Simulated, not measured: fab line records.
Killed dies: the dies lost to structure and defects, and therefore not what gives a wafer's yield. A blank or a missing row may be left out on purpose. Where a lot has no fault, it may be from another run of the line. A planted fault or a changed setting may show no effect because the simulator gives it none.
Chamber matching ; flow n5_finfet ; N5_BEOL_M7_STRIP_67 on rie_diel-05: 4 sister chambers
The step strips in CF4. 14 wafers are shown with their chamber, then 7 later ones without.

WAFERS PAIRED WITH THEIR CHAMBERS
wafer;chamber;drypump_motor_current_A (A);showerhead_plenum_p_Torr (Torr);throttle_valve_pct (%)
L081.1;0;6.4;1.77;14.04
L081.2;1;5.0;1.83;13.55
L081.6;1;5.0;1.83;13.55
L082.2;3;5.5;1.71;13.73
L082.5;2;6.3;1.71;13.98
L082.6;1;5.0;1.83;13.57
L083.1;1;5.0;1.83;13.59
L083.3;2;6.4;1.70;13.98
L083.5;1;5.0;1.83;13.59
L084.1;1;5.1;1.83;13.57
L084.3;3;5.5;1.71;13.75
L084.6;2;6.4;1.70;14.00
L094.2;3;5.5;1.70;13.80
L094.4;0;6.5;1.76;13.52

SIGNATURES (averages over the wafers above)
reading;chamber 0;chamber 1;chamber 2;chamber 3;scatter within a chamber
drypump_motor_current_A;6.450;5.017;6.367;5.500;0.0447
showerhead_plenum_p_Torr;1.7650;1.8300;1.7033;1.7067;0.00428
throttle_valve_pct;13.7800;13.5700;13.9867;13.7600;0.118
Rule: distance of a wafer from a chamber = root of the sum over the readings of ((wafer's reading minus chamber's mean) / reading's scatter) squared. The wafer belongs to the nearest chamber; if the next one is less than 2 further off, it can't be placed. The scatter: the root of (the sum of the squares of (reading less its chamber's mean) over the shown wafers, divided by (wafers less chambers)).

WAFERS WITH NO CHAMBER GIVEN
wafer;drypump_motor_current_A (A);showerhead_plenum_p_Torr (Torr);throttle_valve_pct (%)
L094.6;6.3;1.91;13.46
L096.2;5.5;1.70;13.81
L096.4;5.5;1.70;13.82
L096.6;6.4;1.76;13.50
L095.1;6.4;1.76;13.52
L095.4;6.4;1.76;13.56
L095.6;5.5;1.70;13.81

WHICH CHAMBER EACH ONE RAN IN
wafer;from the rows above;in truth
L094.6;can't be placed: 0 or 1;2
L096.2;3;3
L096.4;3;3
L096.6;0;0
L095.1;0;0
L095.4;0;0
L095.6;3;3
Placed correctly: 6 of 7. These rows do not allow placing 1 (true chamber among the candidates in 0). Placed wrongly: 0.
